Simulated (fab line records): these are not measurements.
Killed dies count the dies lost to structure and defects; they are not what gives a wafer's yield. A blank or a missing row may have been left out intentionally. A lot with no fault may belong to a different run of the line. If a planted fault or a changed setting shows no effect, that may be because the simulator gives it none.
fab line records    flow n5_finfet
record: lots: 24  wafers: 72  last_day: 18
route steps=1938 shown GATE_CUT@504 MOL_CONTACT_COAG@543 BEOL_M0_SAQP@635
lots untouched by any fault: they come from a run of this same line in which no faults occurred
start_h: the number of hours between the record's first day and the start of the first shown wafer of the lot    wait_h: hours since the lot's step before    " identical to the entry in the row above    L1.1+2: a single row standing in for several wafers    - no value, or no start was given    * or withheld: withheld    < > ~ a bound
route shown NAME@n: a module of which the file shows steps, and the number in the route of the first    usual: mean/standard deviation taken from wafers without a fault    same: alike in all rows    chamber/n: place in a boat    sites: readings site by site    _std_site: the values' standard deviation    _edge_site: mean of outer sites minus mean of inner sites    radius_mm: how far each site lies from the wafer's centre    mask NAME#n: copy n    behind: tool/chamber where the wafer was last shaped    hold: the reason the lot was held/the length of the hold in hours/how it ended    device: whichever transistor did not switch (one of n, p or np)    end of line: tests of these same wafers at the route's end    a step given without rows: its recipe and nothing more    killed: not the wafer's yield, but the dies lost to structure and defects at the first sort    map: dies across one wafer; x = killed, . = not, _ = none there
set.NAME: the setting that was run; set.NAME@STEP: the one run at that earlier step    model.NAME: the simulator's own value behind a step, which no gauge read
one table for each step of the route and one row for each wafer, over a sample of lots
services: when a tool's chamber went out of use (start_h, in hours from the record's first day, below 0 if earlier), for how many hours, and the reason
== steps ==
step: N5_GATE_CUT_VAPOR_ETCH_48
recipe: chemistry: BCl3/Cl2  target: TiN  mode: isotropic
usual: drypump_motor_current_A: 5.6/0.44  oes_product_au: 0.81/0.099
lot.wafer  tool          chamber  start_h  wait_h  drypump_motor_current_A  oes_product_au
L074.1     rie_metal-03  0        83.27    0.0     5.5                      0.77
L074.4     "             0        "        "       5.5                      0.77
L074.5     "             1        "        "       6.0                      0.88
L075.2     rie_metal-03  0        88.32    0.0     5.5                      0.77
L075.3     "             0        "        "       5.5                      0.77
L075.6     "             0        "        "       5.5                      0.77
L076.2     rie_metal-01  0        96.89    0.0     5.1                      0.58
L076.4     "             0        "        "       5.2                      0.58
L076.6     "             1        "        "       5.8                      0.71
L077.2     rie_metal-01  0        103.65   0.0     5.2                      0.58
L077.3     "             0        "        "       5.2                      0.57
L077.5     "             0        "        "       5.1                      0.57
L078.2     rie_metal-02  1        105.93   0.0     6.3                      0.86
L078.3     "             1        "        "       6.3                      0.86
L078.4     "             0        "        "       5.2                      0.89
L079.1     rie_metal-02  0        114.03   0.0     5.2                      0.89
L079.2     "             1        "        "       6.3                      0.86
L079.5     "             0        "        "       5.1                      0.89
L080.2     rie_metal-01  1        117.27   0.0     5.7                      0.70
L080.3     "             1        "        "       5.8                      0.70
L080.4     "             0        "        "       5.2                      0.57
L081.3     rie_metal-02  0        127.36   0.0     5.2                      0.88
L081.4     "             1        "        "       6.4                      0.85
L081.6     "             0        "        "       5.2                      0.89
L082.1     rie_metal-03  0        137.44   0.0     5.5                      0.76
L082.5     "             0        "        "       5.5                      0.76
L082.6     "             1        "        "       6.0                      0.86
L083.2     rie_metal-02  1        139.85   0.0     6.3                      0.85
L083.4     "             0        "        "       5.2                      0.88
L083.5     "             1        "        "       6.3                      0.85
L084.1     rie_metal-02  1        145.47   0.0     6.3                      0.84
L084.5     "             1        "        "       6.3                      0.84
L084.6     "             0        "        "       5.2                      0.88
L085.2     rie_metal-03  0        151.37   0.0     5.5                      0.74
L085.3     "             0        "        "       5.5                      0.74
L085.4     "             1        "        "       6.0                      0.86
L086.1     rie_metal-01  1        159.29   0.0     5.7                      0.69
L086.5     "             1        "        "       5.7                      0.69
L086.6     "             0        "        "       5.2                      0.99
L087.2     rie_metal-02  0        161.51   0.0     5.1                      0.87
L087.4     "             1        "        "       6.3                      0.84
L087.6     "             1        "        "       6.3                      0.84
L088.1     rie_metal-02  1        168.81   0.0     6.3                      0.83
L088.3     "             1        "        "       6.4                      0.83
L088.5     "             1        "        "       6.3                      0.82
L089.1     rie_metal-03  0        174.29   0.0     5.5                      0.75
L089.2     "             1        "        "       6.0                      0.84
L089.3     "             0        "        "       5.5                      0.74
L090.2     rie_metal-03  1        179.78   0.0     6.0                      0.85
L090.3     "             0        "        "       5.5                      0.74
L090.4     "             1        "        "       6.0                      0.84
L091.2     rie_metal-02  0        188.43   0.1     5.1                      0.86
L091.3     "             0        "        "       5.1                      0.86
L091.5     "             0        "        "       5.1                      0.86
L092.2     rie_metal-01  1        190.82   0.0     5.7                      0.69
L092.4     "             0        "        "       5.1                      0.96
L092.6     "             0        "        "       5.2                      0.97
L093.1     rie_metal-03  0        197.20   0.0     5.5                      0.75
L093.2     "             1        "        "       6.0                      0.84
L093.5     "             1        "        "       6.0                      0.84
L094.2     rie_metal-01  1        203.96   0.0     5.7                      0.68
L094.3     "             1        "        "       5.7                      0.69
L094.4     "             0        "        "       5.1                      0.94
L095.1     rie_metal-02  1        209.43   0.0     6.3                      0.82
L095.3     "             1        "        "       6.3                      0.82
L095.5     "             1        "        "       6.3                      0.81
L096.1     rie_metal-01  1        217.73   0.0     5.7                      0.68
L096.3     "             0        "        "       5.1                      0.94
L096.5     "             0        "        "       5.1                      0.93
L097.2     rie_metal-01  0        220.86   0.0     5.2                      0.94
L097.3     "             1        "        "       5.7                      0.69
L097.5     "             0        "        "       5.2                      0.93
step: N5_GATE_CUT_VAPOR_ETCH_49
recipe: chemistry: BCl3/Cl2  target: TiAlC  mode: isotropic
usual: drypump_motor_current_A: 5.6/0.44  oes_product_au: 0.81/0.098
lot.wafer  tool          chamber  start_h  wait_h  drypump_motor_current_A  oes_product_au
L074.1     rie_metal-03  0        83.30    0.0     5.5                      0.77
L074.4     "             0        "        "       5.5                      0.77
L074.5     "             1        "        "       6.0                      0.87
L075.2     rie_metal-03  0        88.35    0.0     5.5                      0.77
L075.3     "             0        "        "       5.5                      0.77
L075.6     "             0        "        "       5.5                      0.76
L076.2     rie_metal-01  0        96.92    0.0     5.2                      0.58
L076.4     "             0        "        "       5.1                      0.58
L076.6     "             1        "        "       5.7                      0.72
L077.2     rie_metal-01  0        103.68   0.0     5.1                      0.58
L077.3     "             0        "        "       5.1                      0.58
L077.5     "             0        "        "       5.1                      0.58
L078.2     rie_metal-02  1        105.96   0.0     6.3                      0.85
L078.3     "             1        "        "       6.3                      0.87
L078.4     "             0        "        "       5.1                      0.89
L079.1     rie_metal-02  0        114.06   0.0     5.2                      0.88
L079.2     "             1        "        "       6.4                      0.85
L079.5     "             0        "        "       5.1                      0.89
L080.2     rie_metal-01  1        117.30   0.0     5.7                      0.71
L080.3     "             1        "        "       5.8                      0.71
L080.4     "             0        "        "       5.2                      0.58
L081.3     rie_metal-02  0        127.39   0.0     5.1                      0.88
L081.4     "             1        "        "       6.3                      0.85
L081.6     "             0        "        "       5.2                      0.88
L082.1     rie_metal-03  0        137.47   0.0     5.5                      0.75
L082.5     "             0        "        "       5.5                      0.75
L082.6     "             1        "        "       6.0                      0.86
L083.2     rie_metal-02  1        139.88   0.0     6.4                      0.84
L083.4     "             0        "        "       5.2                      0.88
L083.5     "             1        "        "       6.3                      0.84
L084.1     rie_metal-02  1        145.50   0.0     6.4                      0.84
L084.5     "             1        "        "       6.4                      0.84
L084.6     "             0        "        "       5.1                      0.87
L085.2     rie_metal-03  0        151.40   0.0     5.5                      0.75
L085.3     "             0        "        "       5.5                      0.75
L085.4     "             1        "        "       6.0                      0.85
L086.1     rie_metal-01  1        159.32   0.0     5.7                      0.69
L086.5     "             1        "        "       5.8                      0.70
L086.6     "             0        "        "       5.2                      1.00
L087.2     rie_metal-02  0        161.54   0.0     5.2                      0.86
L087.4     "             1        "        "       6.3                      0.84
L087.6     "             1        "        "       6.3                      0.84
L088.1     rie_metal-02  1        168.84   0.0     6.3                      0.83
L088.3     "             1        "        "       6.3                      0.82
L088.5     "             1        "        "       6.4                      0.84
L089.1     rie_metal-03  0        174.32   0.0     5.5                      0.74
L089.2     "             1        "        "       6.0                      0.85
L089.3     "             0        "        "       5.5                      0.74
L090.2     rie_metal-03  1        179.81   0.0     6.0                      0.84
L090.3     "             0        "        "       5.5                      0.74
L090.4     "             1        "        "       6.0                      0.85
L091.2     rie_metal-02  0        188.49   0.1     5.2                      0.85
L091.3     "             0        "        "       5.1                      0.85
L091.5     "             0        "        "       5.1                      0.85
L092.2     rie_metal-01  1        190.86   0.0     5.7                      0.69
L092.4     "             0        "        "       5.1                      0.98
L092.6     "             0        "        "       5.1                      0.97
L093.1     rie_metal-03  0        197.23   0.0     5.5                      0.75
L093.2     "             1        "        "       6.0                      0.85
L093.5     "             1        "        "       6.0                      0.85
L094.2     rie_metal-01  1        203.99   0.0     5.8                      0.69
L094.3     "             1        "        "       5.7                      0.69
L094.4     "             0        "        "       5.2                      0.94
L095.1     rie_metal-02  1        209.46   0.0     6.4                      0.83
L095.3     "             1        "        "       6.3                      0.82
L095.5     "             1        "        "       6.3                      0.82
L096.1     rie_metal-01  1        217.76   0.0     5.8                      0.68
L096.3     "             0        "        "       5.2                      0.94
L096.5     "             0        "        "       5.1                      0.94
L097.2     rie_metal-01  0        220.89   0.0     5.2                      0.93
L097.3     "             1        "        "       5.7                      0.68
L097.5     "             0        "        "       5.2                      0.93
step: N5_MOL_CONTACT_COAG_TI_SIL_19
recipe: material: Ti  target_thk_a: 42  temp_c: 200  chamber_pressure_pa: 5  power_w: 5000  time_s: 15
usual: throttle_valve_pct: 29.6/1.1
lot.wafer  tool            chamber  start_h  wait_h  throttle_valve_pct
L074.1     pvd_sputter-02  -        87.41    0.2     30.1
L074.4     "               -        "        "       30.9
L074.5     "               -        "        "       30.8
L075.2     pvd_sputter-01  -        93.53    0.2     29.8
L075.3     "               -        "        "       30.7
L075.6     "               -        "        "       27.7
L076.2     pvd_sputter-01  -        103.84   1.9     29.2
L076.4     "               -        "        "       27.4
L076.6     "               -        "        "       29.9
L077.2     pvd_sputter-01  -        107.90   0.3     27.8
L077.3     "               -        "        "       29.6
L077.5     "               -        "        "       30.9
L078.2     pvd_sputter-01  -        112.82   0.2     27.6
L078.3     "               -        "        "       29.3
L078.4     "               -        "        "       31.1
L080.2     pvd_sputter-01  -        122.22   0.2     31.2
L080.3     "               -        "        "       29.8
L080.4     "               -        "        "       29.2
L079.1     pvd_sputter-02  -        122.27   0.2     31.1
L079.2     "               -        "        "       27.6
L079.5     "               -        "        "       31.1
L081.3     pvd_sputter-01  -        133.86   0.1     27.6
L081.4     "               -        "        "       30.9
L081.6     "               -        "        "       30.8
L082.1     pvd_sputter-02  -        143.95   2.0     30.0
L082.5     "               -        "        "       30.0
L082.6     "               -        "        "       30.6
L083.2     pvd_sputter-01  -        144.08   0.2     29.4
L083.4     "               -        "        "       30.9
L083.5     "               -        "        "       29.5
L084.1     pvd_sputter-03  -        149.97   0.4     28.8
L084.5     "               -        "        "       28.9
L084.6     "               -        "        "       29.2
L085.2     pvd_sputter-01  -        159.54   2.0     29.3
L085.3     "               -        "        "       27.7
L085.4     "               -        "        "       30.9
L086.1     pvd_sputter-01  -        165.94   1.6     29.4
L086.5     "               -        "        "       29.0
L086.6     "               -        "        "       30.9
L087.2     pvd_sputter-02  -        166.20   0.2     29.7
L087.4     "               -        "        "       29.6
L087.6     "               -        "        "       30.8
L088.1     pvd_sputter-02  -        173.28   0.5     27.5
L088.3     "               -        "        "       30.6
L088.5     "               -        "        "       29.9
L089.1     pvd_sputter-02  -        178.65   0.3     30.1
L089.2     "               -        "        "       29.6
L089.3     "               -        "        "       31.1
L090.2     pvd_sputter-03  -        185.32   0.2     30.7
L090.3     "               -        "        "       31.1
L090.4     "               -        "        "       28.9
L091.2     pvd_sputter-03  -        193.53   0.2     30.6
L091.3     "               -        "        "       28.8
L091.5     "               -        "        "       29.2
L092.2     pvd_sputter-03  -        196.51   1.4     30.6
L092.4     "               -        "        "       29.4
L092.6     "               -        "        "       28.7
L093.1     pvd_sputter-02  -        201.59   0.2     30.1
L093.2     "               -        "        "       31.0
L093.5     "               -        "        "       29.8
L094.2     pvd_sputter-01  -        208.51   0.6     29.2
L094.3     "               -        "        "       30.5
L094.4     "               -        "        "       29.4
L095.1     pvd_sputter-01  -        213.76   0.4     31.0
L095.3     "               -        "        "       29.5
L095.5     "               -        "        "       30.8
L096.1     pvd_sputter-03  -        223.56   1.2     28.9
L096.3     "               -        "        "       30.5
L096.5     "               -        "        "       30.4
L097.2     pvd_sputter-01  -        225.47   0.2     29.6
L097.3     "               -        "        "       27.7
L097.5     "               -        "        "       29.6
step: N5_MOL_CONTACT_COAG_INSPECT_42
recipe: mode: adi  inspect_instrument: brightfield
usual: raw_defect_count: 198/41
lot.wafer  tool               chamber  start_h  wait_h  raw_defect_count
L074.1     defect_inspect-02  -        102.36   0.1     229
L074.4     "                  -        "        "       192
L074.5     "                  -        "        "       254
L075.2     defect_inspect-01  -        104.90   0.0     209
L075.3     "                  -        "        "       277
L075.6     "                  -        "        "       270
L076.2     defect_inspect-01  -        112.63   0.0     260
L076.4     "                  -        "        "       273
L076.6     "                  -        "        "       158
L077.2     defect_inspect-02  -        119.77   0.0     194
L077.3     "                  -        "        "       277
L077.5     "                  -        "        "       186
L078.2     defect_inspect-01  -        122.62   0.0     224
L078.3     "                  -        "        "       171
L078.4     "                  -        "        "       204
L080.2     defect_inspect-01  -        132.17   0.0     183
L080.3     "                  -        "        "       217
L080.4     "                  -        "        "       226
L079.1     defect_inspect-01  -        133.96   0.1     155
L079.2     "                  -        "        "       170
L079.5     "                  -        "        "       123
L081.3     defect_inspect-02  -        144.59   0.0     143
L081.4     "                  -        "        "       267
L081.6     "                  -        "        "       204
L082.1     defect_inspect-02  -        153.57   0.1     235
L082.5     "                  -        "        "       226
L082.6     "                  -        "        "       154
L083.2     defect_inspect-02  -        154.70   0.0     149
L083.4     "                  -        "        "       216
L083.5     "                  -        "        "       244
L084.1     defect_inspect-02  -        160.08   0.1     210
L084.5     "                  -        "        "       241
L084.6     "                  -        "        "       208
L085.2     defect_inspect-01  -        168.80   0.0     204
L085.3     "                  -        "        "       247
L085.4     "                  -        "        "       247
L086.1     defect_inspect-02  -        176.11   0.1     146
L086.5     "                  -        "        "       197
L086.6     "                  -        "        "       191
L087.2     defect_inspect-01  -        176.90   0.0     277
L087.4     "                  -        "        "       213
L087.6     "                  -        "        "       203
L088.1     defect_inspect-01  -        188.05   0.1     193
L088.3     "                  -        "        "       226
L088.5     "                  -        "        "       127
L089.1     defect_inspect-02  -        189.29   0.1     189
L089.2     "                  -        "        "       251
L089.3     "                  -        "        "       189
L090.2     defect_inspect-02  -        195.46   0.0     134
L090.3     "                  -        "        "       193
L090.4     "                  -        "        "       242
L091.2     defect_inspect-02  -        207.27   0.0     197
L091.3     "                  -        "        "       155
L091.5     "                  -        "        "       158
L092.2     defect_inspect-01  -        207.32   0.0     178
L092.4     "                  -        "        "       215
L092.6     "                  -        "        "       120
L093.1     defect_inspect-01  -        211.21   0.1     214
L093.2     "                  -        "        "       193
L093.5     "                  -        "        "       124
L094.2     defect_inspect-02  -        218.43   0.0     163
L094.3     "                  -        "        "       221
L094.4     "                  -        "        "       129
L095.1     defect_inspect-01  -        222.70   0.1     179
L095.3     "                  -        "        "       154
L095.5     "                  -        "        "       203
L096.1     defect_inspect-01  -        233.39   0.1     174
L096.3     "                  -        "        "       209
L096.5     "                  -        "        "       208
L097.2     defect_inspect-02  -        237.52   0.0     166
L097.3     "                  -        "        "       142
L097.5     "                  -        "        "       207
step: N5_MOL_CONTACT_COAG_ETCH_66
recipe: chemistry: CF4  target: SiARC  target_depth_a: 130  mask_material: CAR-EUV  time_s: 21.7  ion_energy_ev: 80  pressure_mtorr: 40  source_w: 545  bias_w: 36  Ar_flow_sccm: 100  cf4_flow_sccm: 100  ends: cleared
usual: drypump_motor_current_A: 6.0/0.36  etch_rf_on_time_s: 21.8/0.37  mfc_ar_sccm: 100.0/0.3  oes_product_au: 0.67/0.082  rf_vpp_V: 183.9/0.99  showerhead_plenum_p_Torr: 2.13/0.054  throttle_valve_pct: 15.7/0.31
lot.wafer  tool         chamber  start_h  wait_h  drypump_motor_current_A  etch_rf_on_time_s  mfc_ar_sccm  oes_product_au  rf_hours_counter_h  rf_vpp_V  showerhead_plenum_p_Torr  throttle_valve_pct
L074.1     rie_diel-05  0        102.45   0.0     6.0                      21.8               100.0        0.75            46                  184.3     2.09                      15.2
L074.4     "            2        "        "       6.3                      21.3               99.7         0.73            53                  184.1     2.10                      15.3
L074.5     "            1        "        "       6.2                      22.2               99.8         0.59            -                   183.7     2.11                      15.9
L075.2     rie_diel-05  2        105.03   0.0     6.3                      21.5               100.2        0.72            54                  183.9     2.10                      15.3
L075.3     "            0        "        "       6.1                      21.8               99.9         0.74            47                  182.7     2.09                      15.2
L075.6     "            3        "        "       6.2                      21.9               99.7         0.63            -                   184.3     2.22                      16.0
L076.2     rie_diel-05  3        112.72   0.0     6.2                      22.0               99.8         0.61            187                 183.4     2.22                      16.0
L076.4     "            1        "        "       6.2                      22.4               100.3        0.59            227                 183.5     2.11                      16.0
L076.6     "            2        "        "       6.3                      21.5               99.6         0.72            -                   184.0     2.10                      15.3
L077.2     rie_diel-03  0        119.86   0.0     5.8                      21.5               99.9         0.75            42                  183.6     2.18                      15.7
L077.3     "            2        "        "       5.5                      22.2               99.9         0.60            204                 186.0     2.21                      16.1
L077.5     "            2        "        "       5.5                      22.2               99.9         0.60            -                   183.9     2.21                      16.1
L078.2     rie_diel-04  0        122.78   0.0     5.4                      21.5               99.6         0.59            230                 184.3     2.20                      15.6
L078.3     "            2        "        "       5.3                      22.0               100.4        0.59            242                 182.5     2.11                      15.7
L078.4     "            1        "        "       6.0                      21.4               99.5         0.62            162                 184.2     2.14                      15.6
L080.2     rie_diel-05  0        132.38   0.0     6.0                      22.1               100.2        0.73            56                  182.9     2.09                      15.2
L080.3     "            3        "        "       6.2                      22.0               99.6         0.61            193                 185.7     2.22                      16.0
L080.4     "            1        "        "       6.2                      22.6               100.1        0.58            235                 183.3     2.11                      16.0
L079.1     rie_diel-05  1        134.31   0.0     6.2                      22.1               100.2        0.59            235                 185.2     2.11                      16.0
L079.2     "            0        "        "       6.0                      21.9               99.6         0.73            56                  184.1     2.09                      15.2
L079.5     "            2        "        "       6.3                      21.3               100.1        0.72            -                   183.8     2.09                      15.3
L081.3     rie_diel-05  3        144.74   0.0     6.2                      21.9               100.2        0.61            197                 184.0     2.21                      16.0
L081.4     "            1        "        "       6.2                      22.5               100.3        0.58            239                 184.5     2.11                      16.0
L081.6     "            1        "        "       6.2                      22.5               99.7         0.59            -                   184.3     2.11                      16.0
L082.1     rie_diel-04  1        153.99   0.0     6.0                      21.4               99.8         0.61            178                 186.3     2.13                      15.6
L082.5     "            3        "        "       6.3                      22.1               99.8         0.58            -                   182.8     2.03                      16.0
L082.6     "            1        "        "       6.0                      21.4               100.1        0.61            -                   184.7     2.13                      15.6
L083.2     rie_diel-03  0        154.81   0.0     5.7                      21.5               100.3        0.73            57                  184.9     2.18                      15.8
L083.4     "            3        "        "       6.3                      22.0               99.5         0.70            98                  184.4     2.16                      15.4
L083.5     "            3        "        "       6.4                      21.9               99.4         0.69            -                   183.6     2.16                      15.5
L084.1     rie_diel-04  0        160.17   0.0     5.4                      21.9               100.0        0.58            248                 184.9     2.19                      15.7
L084.5     "            3        "        "       6.3                      22.6               100.0        0.57            -                   182.2     2.03                      16.0
L084.6     "            0        "        "       5.4                      22.0               99.6         0.57            -                   184.0     2.19                      15.7
L085.2     rie_diel-03  2        168.91   0.0     5.4                      22.2               99.9         0.58            223                 186.7     2.20                      16.2
L085.3     "            0        "        "       5.7                      21.6               100.1        0.73            62                  184.0     2.17                      15.8
L085.4     "            2        "        "       5.5                      22.4               100.4        0.59            -                   183.4     2.20                      16.2
L086.1     rie_diel-04  2        176.27   0.0     5.4                      21.4               100.0        0.84            1                   183.8     2.11                      15.2
L086.5     "            2        "        "       5.4                      21.5               99.7         0.85            -                   184.7     2.11                      15.2
L086.6     "            3        "        "       6.3                      22.1               100.9        0.57            -                   181.8     2.03                      16.1
L087.2     rie_diel-04  1        176.98   0.0     6.0                      21.6               99.4         0.60            189                 182.8     2.13                      15.7
L087.4     "            2        "        "       5.4                      21.5               99.9         0.85            -                   183.0     2.11                      15.2
L087.6     "            3        "        "       6.3                      22.4               99.8         0.57            -                   184.0     2.03                      16.1
L088.1     rie_diel-03  3        188.14   0.0     6.3                      21.7               100.1        0.68            110                 183.0     2.16                      15.5
L088.3     "            0        "        "       5.7                      21.5               100.3        0.73            68                  183.6     2.17                      15.8
L088.5     "            3        "        "       6.4                      21.4               99.8         0.69            -                   184.4     2.16                      15.5
L089.1     rie_diel-05  2        189.38   0.0     6.3                      21.3               99.9         0.69            85                  183.9     2.09                      15.4
L089.2     "            3        "        "       6.2                      22.3               99.9         0.60            216                 184.0     2.21                      16.0
L089.3     "            0        "        "       6.1                      22.0               100.1        0.71            79                  183.1     2.08                      15.3
L090.2     rie_diel-04  2        195.54   0.0     5.4                      21.3               100.1        0.81            9                   184.7     2.11                      15.2
L090.3     "            0        "        "       5.4                      21.2               99.9         0.86            2                   184.8     2.19                      15.2
L090.4     "            1        "        "       6.0                      21.7               100.1        0.59            -                   184.8     2.13                      15.7
L091.2     rie_diel-05  1        207.36   0.0     6.2                      21.7               100.1        0.80            4                   183.5     2.10                      15.5
L091.3     "            2        "        "       6.3                      21.4               99.9         0.69            93                  183.5     2.08                      15.4
L091.5     "            2        "        "       6.3                      21.5               99.9         0.69            -                   183.5     2.08                      15.4
L092.2     rie_diel-03  0        207.41   0.0     5.8                      21.6               100.1        0.72            77                  183.8     2.17                      15.8
L092.4     "            2        "        "       5.5                      22.4               99.6         0.58            237                 182.7     2.20                      16.2
L092.6     "            0        "        "       5.7                      21.5               99.7         0.71            -                   185.5     2.17                      15.8
L093.1     rie_diel-03  3        211.30   0.0     6.3                      21.8               100.6        0.68            120                 184.0     2.15                      15.5
L093.2     "            0        "        "       5.8                      21.4               100.1        0.72            78                  183.9     2.17                      15.8
L093.5     "            1        "        "       6.5                      21.6               100.0        0.78            -                   183.8     2.10                      15.7
L094.2     rie_diel-05  3        218.52   0.0     6.2                      22.0               99.8         0.59            223                 184.3     2.20                      16.0
L094.3     "            1        "        "       6.2                      21.7               100.1        0.78            9                   183.7     2.10                      15.5
L094.4     "            0        "        "       6.0                      21.7               99.6         0.70            88                  184.2     2.08                      15.3
L095.1     rie_diel-05  1        222.79   0.0     6.2                      21.9               99.8         0.78            10                  182.6     2.10                      15.5
L095.3     "            2        "        "       6.3                      21.6               100.1        0.67            99                  183.8     2.08                      15.4
L095.5     "            2        "        "       6.3                      21.6               99.9         0.68            -                   183.0     2.08                      15.4
L096.1     rie_diel-04  2        233.47   0.0     5.3                      21.3               100.3        0.79            23                  183.2     2.10                      15.2
L096.3     "            1        "        "       6.0                      21.6               99.4         0.59            211                 184.1     2.12                      15.7
L096.5     "            1        "        "       6.1                      21.7               100.1        0.59            -                   185.1     2.12                      15.7
L097.2     rie_diel-03  3        237.62   0.0     6.3                      21.6               99.8         0.68            129                 181.9     2.15                      15.5
L097.3     "            2        "        "       5.5                      21.8               100.1        0.58            248                 185.0     2.19                      16.2
L097.5     "            0        "        "       5.7                      21.2               99.7         0.71            -                   184.1     2.17                      15.8
step: N5_BEOL_M0_SAQP_PECVD_03
recipe: material: SiCN  target_thk_a: 120  temp_c: withheld  precursor: 3MS/NH3  pressure_torr: 3  rf_w: 202  time_s: 21.1
usual: showerhead_plenum_p_Torr: 3.660/0.015  throttle_valve_pct: 9.1/0.5
lot.wafer  tool      chamber  start_h  wait_h  showerhead_plenum_p_Torr  throttle_valve_pct
L074.1     pecvd-02  1        108.29   0.1     3.650                     8.7
L074.4     "         1        "        "       3.657                     8.9
L074.5     "         0        "        "       3.677                     9.8
L075.2     pecvd-02  2        113.62   0.1     3.637                     8.3
L075.3     "         0        "        "       3.665                     9.5
L075.6     "         2        "        "       3.644                     8.6
L076.2     pecvd-01  1        118.54   0.1     3.677                     9.8
L076.4     "         1        "        "       3.659                     9.7
L076.6     "         2        "        "       3.653                     9.1
L077.2     pecvd-04  2        126.90   0.1     3.654                     8.5
L077.3     "         0        "        "       3.667                     9.0
L077.5     "         0        "        "       3.677                     9.1
L078.2     pecvd-01  0        128.76   0.1     3.671                     9.4
L078.3     "         2        "        "       3.660                     8.9
L078.4     "         2        "        "       3.659                     9.1
L080.2     pecvd-01  0        138.80   0.1     3.667                     9.3
L080.3     "         1        "        "       3.663                     9.5
L080.4     "         0        "        "       3.669                     9.3
L079.1     pecvd-01  1        144.10   0.1     3.665                     9.7
L079.2     "         2        "        "       3.639                     9.1
L079.5     "         1        "        "       3.672                     9.4
L081.3     pecvd-02  0        150.91   0.1     3.680                     9.8
L081.4     "         1        "        "       3.649                     8.9
L081.6     "         0        "        "       3.676                     9.6
L082.1     pecvd-02  0        160.36   0.1     3.694                     9.6
L082.5     "         2        "        "       3.635                     8.5
L082.6     "         1        "        "       3.646                     8.8
L083.2     pecvd-02  0        163.56   0.1     3.682                     10.1
L083.4     "         0        "        "       3.678                     9.6
L083.5     "         1        "        "       3.651                     8.8
L084.1     pecvd-02  2        167.31   0.1     3.644                     8.4
L084.5     "         2        "        "       3.649                     8.3
L084.6     "         0        "        "       3.678                     9.4
L085.2     pecvd-02  0        178.30   0.1     3.684                     9.8
L085.3     "         1        "        "       3.650                     8.9
L085.4     "         0        "        "       3.687                     9.6
L086.1     pecvd-02  2        182.16   0.1     3.649                     8.6
L086.5     "         1        "        "       3.643                     8.7
L086.6     "         2        "        "       3.644                     8.5
L087.2     pecvd-02  1        185.54   0.1     3.639                     8.8
L087.4     "         2        "        "       3.636                     8.5
L087.6     "         1        "        "       3.648                     8.9
L088.1     pecvd-01  1        196.89   0.1     3.672                     9.5
L088.3     "         2        "        "       3.654                     9.4
L088.5     "         0        "        "       3.671                     9.0
L089.1     pecvd-01  2        197.93   0.1     3.651                     9.2
L089.2     "         1        "        "       3.674                     9.5
L089.3     "         0        "        "       3.667                     9.6
L090.2     pecvd-02  1        202.17   0.1     3.647                     8.5
L090.3     "         0        "        "       3.677                     9.9
L090.4     "         2        "        "       3.653                     8.3
L091.2     pecvd-02  1        213.46   0.1     3.655                     8.8
L091.3     "         2        "        "       3.647                     8.6
L091.5     "         1        "        "       3.651                     8.5
L092.2     pecvd-01  0        216.86   0.1     3.661                     9.5
L092.4     "         2        "        "       3.649                     9.0
L092.6     "         0        "        "       3.674                     9.2
L093.1     pecvd-01  0        218.87   0.1     3.651                     9.3
L093.2     "         1        "        "       3.675                     9.7
L093.5     "         2        "        "       3.655                     9.1
L094.2     pecvd-04  1        225.05   0.1     3.666                     9.5
L094.3     "         0        "        "       3.669                     9.3
L094.4     "         2        "        "       3.643                     8.4
L095.1     pecvd-02  1        228.65   0.1     3.652                     8.9
L095.3     "         0        "        "       3.675                     9.9
L095.5     "         0        "        "       3.689                     9.8
L096.1     pecvd-01  0        240.67   0.1     3.680                     9.3
L096.3     "         2        "        "       3.643                     9.3
L096.5     "         0        "        "       3.666                     9.4
L097.2     pecvd-04  2        244.35   0.1     3.651                     8.2
L097.3     "         0        "        "       3.682                     8.8
L097.5     "         1        "        "       3.668                     9.5
== services ==
tool            chamber  start_h  hours  kind
pecvd-02        -        59.96    1.3    repair
pecvd-02        -        66.99    14.6   pm
pecvd-01        -        70.01    5.5    pm
rie_diel-04     -        94.95    0.9    repair
pvd_sputter-03  -        102.19   3.2    repair
rie_metal-01    0        133.73   -      clean
rie_metal-01    0        133.73   22.1   scheduled_down
rie_metal-01    0        133.73   22.1   vent_cycle
rie_diel-04     0        154.52   2.4    repair
pecvd-01        -        160.29   28.1   pm
rie_diel-04     0        161.59   5.3    repair
rie_diel-03     1        165.50   5.0    repair
rie_metal-01    0        170.61   11.9   repair
rie_diel-05     1        177.38   -      clean
pecvd-02        0        186.26   5.5    scheduled_down
rie_metal-02    1        187.87   1.7    repair
pecvd-02        1        199.61   2.1    scheduled_down
rie_diel-05     3        202.56   13.1   repair
pecvd-02        0        210.02   2.1    scheduled_down
rie_metal-03    0        215.64   3.2    repair
pecvd-04        -        221.49   0.8    repair
rie_metal-02    0        223.35   4.1    repair
rie_metal-03    0        224.56   9.9    repair
pecvd-04        -        225.70   4.3    pm
== key ==
fault none
